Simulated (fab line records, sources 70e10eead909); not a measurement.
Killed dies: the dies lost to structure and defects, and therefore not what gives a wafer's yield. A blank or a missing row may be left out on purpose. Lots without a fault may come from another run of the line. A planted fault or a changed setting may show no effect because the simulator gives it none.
A struck lot beside a sound one :: flow nandHarc :: 24 out of 1159 route steps
Sound: wafers L159.4, L159.5, L159.6. The struck wafers were L169.1, L169.4, L169.5. The cause is given at the end.
Order at every step that has rows: each side's tool, ch and its chambers, its first start. Under that, the readings that differ: sound wafers :: struck wafers :: difference of the means :: sigmas: that difference in standard deviations of wafers without a fault.
alike: a reading whose means differ by less than 2 such deviations, as well as words and numbers matching on both sides. not compared: withheld readings; readings where some wafer has no value; bounds like >300 that might hide an equal value; numbers whose values overlap and for which the record gives no deviation.
A row with sigmas, a row that says differs or no value, or rows on one side alone: a step with any of these is where the two part. Non-overlapping numbers with no deviation appear without sigmas and do not part them. A reading that every wafer of one side lacks parts them only if that side has two wafers or more.

NHARC_P_M0_INSPECT_27:
  sound on defectInspect-02, day 6 08:13; struck on defectInspect-01, day 8 11:26
  alike: rawDefectCount
NHARC_P_M0_PRE_CLEAN_31: time 12 s.
  sound on pecvd-01 ch 0,1,2, day 6 08:19; struck on pecvd-02 ch 1,2, day 8 11:31
  alike: heaterPowerW
NHARC_P_M0_DEP_32: deposits SiCN, target thk 30 nm.
  sound on pecvd-01 ch 0,1,2, day 6 08:29; struck on pecvd-02 ch 1,2, day 8 11:38
  alike: heaterPowerW, showerheadVppV
then, 8 steps without rows for these wafers: NHARC_P_M1_DEP_00 (deposits SiOC, target thk 182.5 nm); NHARC_P_M1_DEHYDRATE_01 (time 120 s); NHARC_P_M1_HMDS_02 (time 30 s); NHARC_P_M1_COAT_34 (time 65 s); NHARC_P_M1_COAT_03 (resist thk 90 nm); NHARC_P_M1_SOFTBAKE_04 (time 55 s); NHARC_P_M1_EBR_05; NHARC_P_M1_EXPOSE_06 (exposes mask P M1, target cd 130 nm).
NHARC_P_M1_PEB_07: peb time 65 s.
  sound on lithoTrack-04 ch 0, day 6 09:32; struck on lithoTrack-04 ch 0, day 8 12:46
reading: heaterPowerTotalW (W)
sound: 156.7 156.1 156.2
struck: 171.6 171.0 171.5
difference: +15.0
sigmas: +37

reading: plateTempC (C)
sound: 99.95 99.98 99.89
struck: 107.05 106.96 106.94
difference: +7.04
sigmas: +59
then, 1 step without rows for these wafers: NHARC_P_M1_DEVELOP_08 (develop time 35 s).
NHARC_P_M1_CD_MEAS_09: target cd 130 nm.
  sound on cdSem-03 ch 0, day 6 09:37; struck on cdSem-02 ch 0, day 8 12:50
reading: cdNm (nm)
sound: 129.3 129.2 129.3
struck: 151.0 151.8 153.0
difference: +22.7
sigmas: +30
NHARC_P_M1_OVL_MEAS_10: pitch 260 nm.
  sound on overlay-01, day 6 09:41; struck on overlay-02, day 8 12:56
  alike: overlayXNm, overlayYNm
NHARC_P_M1_INSPECT_11:
  sound on defectInspect-02, day 6 09:44; struck on defectInspect-02, day 8 12:58
  alike: rawDefectCount
NHARC_P_M1_DESCUM_14: chemistry O2, time 3 s.
  sound on rieDiel-05 ch 0,1, day 6 09:47; struck on rieDiel-08 ch 1,2, day 8 13:01
reading: model.P_M1.cdNm (nm)
sound: 130.2 130.2 129.3
struck: 150 151.4 152.2
difference: +21
sigmas: 
  alike: chamberPressureMTorr, drypumpMotorCurrentA, oesProductAu, rfVppV, showerheadPlenumPTorr, throttleValvePct
  not compared: rfHoursCounterH
NHARC_P_M1_ETCH_35: etches the open film in N2/H2, target depth 40 nm, overetch 12 nm, time 43.94 s.
  sound on rieDiel-05 ch 0,3, day 6 09:53; struck on rieDiel-08 ch 1,2, day 8 13:08
  alike: chamberPressureMTorr, drypumpMotorCurrentA, h2FlowSccm, oesProductAu, rfVppV, showerheadPlenumPTorr, throttleValvePct
  not compared: rfHoursCounterH
NHARC_P_M1_ETCH_15: etches the open film in C4F8/Ar, target depth 182.5 nm, time 91.2 s.
  sound on rieDiel-05 ch 0,3; struck on rieDiel-08 ch 1,3
  alike: chamberPressureMTorr, oesProductAu, rfVppV
  not compared: rfHoursCounterH
NHARC_P_M1_CD_MEAS_16:
  sound on cdSem-03, day 6 10:06; struck on cdSem-01, day 8 13:22
reading: cdNm (nm)
sound: 130.0 129.9 129.8
struck: 149.9 150.9 152.2
difference: +21.1
sigmas: +19
NHARC_P_M1_STRIP_18: strips in N2/H2.
  sound on rieDiel-13 ch 0,1,3, day 6 10:16; struck on rieDiel-05 ch 1,2,3, day 8 13:27
  alike: chamberPressureMTorr, drypumpMotorCurrentA, h2FlowSccm, oesProductAu, rfVppV, showerheadPlenumPTorr, throttleValvePct
  not compared: rfHoursCounterH
NHARC_P_M1_ETCH_28: etches the open film in CF4/N2, target depth 30 nm, time 72.99 s.
  sound on rieDiel-13 ch 0,1,3; struck on rieDiel-05 ch 0,1,2
reading: model.P_M1.cdNm (nm)
sound: 130.1 129.5 130
struck: 148.7 152.3 151.7
difference: +21.0
sigmas: 
  alike: cf4FlowSccm, chamberPressureMTorr, drypumpMotorCurrentA, oesProductAu, rfVppV, showerheadPlenumPTorr, throttleValvePct
  not compared: rfHoursCounterH
then, 1 step without rows for these wafers: NHARC_P_M1_STRIP_19 (strips in post etch residue remover, time 600 s).
-- jump in the record: it breaks off in module P_M1 and resumes in module END (first step shown: number 1159 of the route), and 13 days separate the struck wafers' starts before and after --
NHARC_END_SORT_01:
  sound on prober-01 ch 0, day 19 17:51; struck on prober-02 ch 0, day 21 11:22
  alike: defectLimitedYield, killedAtArray, killedAtOther, killedAtPeriphery, killedDies, killedOpen, killedShort, sort_bin_2_pct, sort_bin_3_pct, sort_bin_4_pct, sortNPass, sortRimYieldPct, sortYieldPct

== WHERE THEY PART ==
Last at NHARC_P_M1_CD_MEAS_16 as far as this record goes, first at NHARC_P_M1_PEB_07. Later steps at which nothing parts them and some readings are alike: NHARC_P_M1_STRIP_18, NHARC_P_M1_ETCH_28, NHARC_END_SORT_01.

WHY: what the simulator had put in
Drift in process parameters on lithoTrack-04 at NHARC_P_M1_PEB_07, starting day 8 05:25. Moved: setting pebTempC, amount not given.
